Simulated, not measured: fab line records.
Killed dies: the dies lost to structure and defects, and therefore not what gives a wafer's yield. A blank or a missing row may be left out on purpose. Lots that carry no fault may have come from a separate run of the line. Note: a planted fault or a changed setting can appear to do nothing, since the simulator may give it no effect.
fab line records    flow nand-harc    part 2 of 2: steps 24 to 30 of 30
record lots=5  wafers=15  last-day=32
route steps=1302 shown A_STAIRCASE@806
lots that met no fault: from a run of the same line without faults
start-h: hours from the record's first day to the start of the lot's first wafer shown    wait-h: hours since the lot's step before    " the same as in the row above    L1.1+2: several wafers, shown together as one row    - either no value or no given start    * or withheld: withheld    < > ~ a bound
route shown NAME@n: NAME is a module with steps in the file, n the number in the route of the first one    usual: mean/standard deviation taken from wafers without a fault    same: alike in all rows    chamber/n: place in a boat    sites: each site's reading    _std_site: standard deviation across them    _edge_site: inner sites' mean taken away from outer sites' mean    radius-mm: how far each site lies from the wafer's centre    mask NAME#n: copy n    behind: the last tool/chamber to shape the wafer    hold: cause of the lot's hold/its duration in hours/its outcome    device: the n, p or np transistor that did not switch    end of line: the same wafers' tests at the end of the route    for a step that has no rows: nothing shown but its recipe    killed: dies lost to structure and defects at the first sort, not the wafer's yield    map: a wafer's dies, marking killed ones x, the rest . and places with no die _
set.NAME: the setting the step ran with; set.NAME@STEP: the setting that earlier step ran with    model.NAME: the simulator's own value behind a step, which no gauge read
lots at some steps of the route; a table a step, a row a wafer
services: a tool's chamber out of use, with start hour (start-h, from the record's first day; less than 0 if before it), hours out, and reason
## steps
# step NHARC_A_STAIRCASE_ETCH_313
# recipe cf4-flow-sccm=100  chf3-flow-sccm=30  ar-flow-sccm=0  rf-w=500  bias-w=200  chemistry=CF4/CHF3
# usual drypump-motor-current-A=5.9/0.36  oes-product-au=0.937/0.02  rf-fwd-power-W=496.8/1.9  rf-vpp-V=370.4/2.2  showerhead-plenum-p-Torr=1.57/0.06  throttle-valve-pct=16.802/0.0087
lot.wafer  tool         chamber  start-h  wait-h  drypump-motor-current-A  oes-product-au  rf-fwd-power-W  rf-hours-counter-h  rf-vpp-V  showerhead-plenum-p-Torr  throttle-valve-pct
L080.4     rie-diel-10  1        429.83   0.1     5.0                      0.957           493.9           0                   370.3     1.59                      16.809
L080.5     "            0        "        "       5.8                      0.965           497.2           -                   368.4     1.54                      16.798
L080.6     "            1        "        "       5.0                      0.970           492.8           -                   372.9     1.59                      16.793
L079.1     rie-diel-09  3        454.00   0.1     5.8                      0.915           497.2           39                  370.3     1.57                      16.798
L079.3     "            0        "        "       6.1                      0.909           495.7           43                  368.3     1.55                      16.801
L079.6     "            0        "        "       6.1                      0.921           493.8           -                   371.2     1.55                      16.810
L083.2     rie-diel-10  1        467.98   0.1     5.0                      0.944           493.9           13                  370.9     1.59                      16.801
L083.1     "            3        "        "       6.2                      0.918           497.1           11                  368.5     1.54                      16.806
L083.5     "            1        "        "       5.0                      0.934           495.3           -                   370.4     1.59                      16.803
L090.3     rie-diel-02  2        546.09   0.1     6.4                      0.926           496.8           48                  373.8     1.67                      16.818
L090.6     "            1        "        "       5.8                      0.933           497.2           -                   369.4     1.60                      16.815
L090.5     "            2        "        "       6.4                      0.920           498.2           -                   373.4     1.67                      16.803
L095.3     rie-diel-02  2        588.79   0.1     6.4                      0.987           498.1           2                   373.5     1.67                      16.809
L095.6     "            3        "        "       5.5                      0.967           497.1           -                   368.6     1.51                      16.809
L095.5     "            0        "        "       6.1                      0.967           495.0           -                   373.3     1.67                      16.788
# step NHARC_A_STAIRCASE_HM_OPEN_463
# recipe o2-flow-sccm=400  cos-flow-sccm=20  ar-flow-sccm=0  rf-w=500  bias-w=300  chemistry=O2/COS
# usual drypump-motor-current-A=5.9/0.36  oes-product-au=0.999/0.011  rf-fwd-power-W=498.9/1.5  rf-vpp-V=467.0/2.5  showerhead-plenum-p-Torr=3.11/0.12  throttle-valve-pct=28.331/0.0089
lot.wafer  tool         chamber  start-h  wait-h  drypump-motor-current-A  oes-product-au  rf-fwd-power-W  rf-hours-counter-h  rf-vpp-V  showerhead-plenum-p-Torr  throttle-valve-pct
L080.4     rie-diel-10  3        -        -       6.2                      0.994           501.7           0                   466.3     3.06                      28.331
L080.5     "            3        "        "       6.2                      0.991           499.6           -                   466.2     3.06                      28.319
L080.6     "            0        "        "       5.8                      0.995           500.0           -                   465.5     3.05                      28.327
L079.3     rie-diel-09  1        -        -       6.2                      1.001           499.1           37                  465.5     3.05                      28.332
L079.1     "            3        "        "       5.9                      0.989           498.6           39                  468.5     3.11                      28.322
L079.6     "            2        "        "       6.2                      1.009           498.2           -                   461.6     2.94                      28.320
L083.1     rie-diel-10  3        -        -       6.3                      1.002           500.8           11                  466.0     3.06                      28.328
L083.2     "            0        "        "       5.7                      1.010           498.1           12                  464.5     3.04                      28.332
L083.5     "            3        "        "       6.2                      1.001           499.4           -                   466.9     3.06                      28.343
L090.3     rie-diel-02  3        -        -       5.5                      1.000           499.8           46                  466.1     3.00                      28.346
L090.6     "            1        "        "       5.8                      1.010           502.1           -                   468.9     3.18                      28.328
L090.5     "            2        "        "       6.5                      1.003           502.8           -                   471.8     3.31                      28.317
L095.3     rie-diel-02  3        -        -       5.5                      0.991           500.9           2                   464.6     2.99                      28.331
L095.5     "            0        "        "       6.1                      1.001           498.7           -                   470.1     3.32                      28.323
L095.6     "            1        "        "       5.8                      1.005           499.5           -                   468.3     3.18                      28.323
# step NHARC_A_STAIRCASE_STRIP_464
# recipe o2-flow-sccm=400  cos-flow-sccm=20  ar-flow-sccm=0  bias-w=0  chemistry=O2/COS
lot.wafer   tool         chamber  start-h  wait-h
L080.4+6+5  rie-diel-10  0,1,2    -        -
L079.1+3+6  rie-diel-09  2,3,1    -        -
L083.1+2+5  rie-diel-10  1,3,0    -        -
L090.3+6+5  rie-diel-02  3,2,3    -        -
L095.3+6+5  rie-diel-02  3,1,2    -        -
# step NHARC_A_STAIRCASE_ETCH_453
# recipe target-depth-a=300  overetch-a=30  time-s=16.5  ion-energy-ev=100  cf4-flow-sccm=80  o2-flow-sccm=20  ar-flow-sccm=0  rf-w=300  bias-w=100  chemistry=CF4/O2
# usual drypump-motor-current-A=5.9/0.38  oes_ar_750_au=1.000/0.0046  oes-product-au=1.001/0.011  rf-fwd-power-W=294.1/1.6  rf-vpp-V=197.7/1.3  showerhead-plenum-p-Torr=1.33/0.054  throttle-valve-pct=13.396/0.01
lot.wafer  tool         chamber  start-h  wait-h  drypump-motor-current-A  oes_ar_750_au  oes-product-au  rf-fwd-power-W  rf-hours-counter-h  rf-vpp-V  showerhead-plenum-p-Torr  throttle-valve-pct
L080.4     rie-diel-10  2        -        -       5.7                      0.996          0.993           294.1           0                   197.9     1.31                      13.384
L080.6     "            0        "        "       5.8                      0.997          0.991           295.7           -                   196.9     1.30                      13.416
L080.5     "            1        "        "       5.0                      0.999          1.009           292.8           -                   198.5     1.35                      13.387
L079.1     rie-diel-09  2        -        -       6.1                      1.005          1.020           294.9           40                  198.4     1.25                      13.403
L079.3     "            0        "        "       6.0                      0.995          1.002           292.6           43                  196.4     1.32                      13.406
L079.6     "            2        "        "       6.1                      0.995          1.006           293.9           -                   197.4     1.25                      13.387
L083.2     rie-diel-10  1        -        -       5.0                      1.005          1.010           293.8           13                  198.9     1.35                      13.379
L083.1     "            3        "        "       6.2                      1.003          0.995           292.3           11                  197.7     1.31                      13.403
L083.5     "            3        "        "       6.2                      0.999          1.003           292.1           -                   196.9     1.31                      13.386
L090.3     rie-diel-02  0        -        -       6.1                      1.007          1.010           295.3           47                  200.4     1.42                      13.388
L090.6     "            1        "        "       5.8                      0.992          1.006           297.1           -                   198.5     1.36                      13.393
L090.5     "            2        "        "       6.4                      0.991          0.986           296.0           -                   198.8     1.42                      13.383
L095.3     rie-diel-02  0        -        -       6.1                      1.008          1.008           294.0           2                   200.5     1.42                      13.397
L095.5     "            2        "        "       6.5                      0.995          1.011           294.1           -                   199.8     1.42                      13.396
L095.6     "            3        "        "       5.5                      0.998          1.002           295.2           -                   198.2     1.28                      13.405
# step NHARC_A_STAIRCASE_ETCH_315
# recipe target-depth-a=25000  time-s=607.1  ion-energy-ev=800  c4f8-flow-sccm=80  o2-flow-sccm=60  ar-flow-sccm=withheld  rf-w=600  bias-w=3000  chemistry=C4F8/O2/Ar
# usual oes-product-au=0.932/0.012  rf-fwd-power-W=599.2/1.8  rf-vpp-V=1826/9.9
lot.wafer  tool         chamber  start-h  wait-h  oes-product-au  rf-fwd-power-W  rf-hours-counter-h  rf-vpp-V
L080.4     rie-diel-10  1        -        -       0.947           594.6           0                   1830
L080.6     "            0        "        "       0.923           597.7           -                   1819
L080.5     "            1        "        "       0.951           598.6           -                   1831
L079.3     rie-diel-09  1        -        -       0.928           598.4           37                  1820
L079.1     "            3        "        "       0.930           599.1           39                  1827
L079.6     "            2        "        "       0.926           601.5           -                   1811
L083.2     rie-diel-10  0        -        -       0.927           599.1           16                  1820
L083.1     "            3        "        "       0.940           598.6           15                  1821
L083.5     "            3        "        "       0.926           595.3           -                   1821
L090.3     rie-diel-02  1        -        -       0.933           599.4           47                  1832
L090.6     "            0        "        "       0.933           597.7           -                   1843
L090.5     "            1        "        "       0.939           602.0           -                   1832
L095.3     rie-diel-02  1        -        -       0.936           600.4           0                   1832
L095.6     "            3        "        "       0.947           599.2           -                   1816
L095.5     "            0        "        "       0.935           601.6           -                   1843
# step NHARC_A_STAIRCASE_STRIP_316
# recipe o2-flow-sccm=500  ar-flow-sccm=0  bias-w=0  chemistry=O2
# usual drypump-motor-current-A=5.9/0.37  oes-product-au=1.000/0.01  rf-vpp-V=57.8/0.88  showerhead-plenum-p-Torr=3.52/0.13  throttle-valve-pct=17.036/0.0094
lot.wafer  tool         chamber  start-h  wait-h  drypump-motor-current-A  oes-product-au  rf-hours-counter-h  rf-vpp-V  showerhead-plenum-p-Torr  throttle-valve-pct
L080.4     rie-diel-10  0        -        -       5.8                      0.990           0                   56.8      3.44                      17.036
L080.6     "            0        "        "       5.7                      0.996           -                   58.3      3.44                      17.036
L080.5     "            1        "        "       5.0                      1.001           -                   57.0      3.57                      17.050
L079.1     rie-diel-09  2        -        -       6.2                      1.000           41                  57.3      3.32                      17.037
L079.3     "            0        "        "       6.1                      0.991           43                  56.7      3.48                      17.029
L079.6     "            2        "        "       6.2                      1.009           -                   58.0      3.32                      17.030
L083.1     rie-diel-10  1        -        -       5.1                      1.008           17                  57.8      3.56                      17.042
L083.2     "            3        "        "       6.3                      0.993           15                  58.8      3.45                      17.021
L083.5     "            1        "        "       5.0                      1.007           -                   56.6      3.57                      17.031
L090.3     rie-diel-02  3        -        -       5.5                      0.985           46                  56.6      3.39                      17.039
L090.5     "            3        "        "       5.5                      0.994           -                   57.9      3.39                      17.042
L090.6     "            0        "        "       6.1                      0.995           -                   59.3      3.75                      17.038
L095.3     rie-diel-02  1        -        -       5.9                      1.003           0                   58.3      3.59                      17.026
L095.5     "            1        "        "       5.9                      1.001           -                   58.4      3.59                      17.033
L095.6     "            2        "        "       6.5                      1.001           -                   58.6      3.73                      17.044
# step NHARC_A_STAIRCASE_STRIP_317
# recipe time-s=900  temp-c=130  chemistry=SPM
lot.wafer   tool          chamber  start-h  wait-h
L080.4+6+5  wet-bench-04  6,7,1    431.09   -
L079.1+3+6  wet-bench-04  0,1,2    455.27   -
L083.2+1+5  wet-bench-09  0,2,4    473.40   -
L090.6+3+5  wet-bench-04  5,6,7    547.33   -
L095.5+6+3  wet-bench-04  5,6,7    590.03   -
## services
tool            chamber  start-h  hours  kind
litho-track-02  -        402.00   7.0    pm
wet-bench-04    -        403.20   8.0    pm
pecvd-02        -        408.19   13.0   pm
rie-diel-10     -        420.48   9.0    pm
litho-track-07  -        426.00   7.0    pm
rie-diel-09     3        434.06   7.0    repair
litho-track-03  -        450.00   7.0    pm
rie-diel-02     3        456.44   2.4    repair
rie-diel-10     2        461.74   16.5   repair
rie-diel-02     1        463.66   7.7    repair
pecvd-02        1        479.26   3.9    repair
acl-dep-03      -        483.91   13.0   pm
krf-scanner-01  -        487.79   4.0    pm
rie-diel-09     -        498.74   9.0    pm
wet-bench-07    -        512.07   8.0    pm
wet-bench-09    -        528.80   8.0    pm
krf-scanner-01  -        533.77   1.4    repair
rie-diel-10     0        550.22   6.0    repair
rie-diel-10     -        557.67   0.4    repair
rie-diel-09     0        562.55   2.1    repair
rie-diel-02     2        569.59   4.6    repair
rie-diel-02     -        571.81   9.0    pm
litho-track-02  -        577.00   7.0    pm
wet-bench-04    -        579.20   8.0    pm
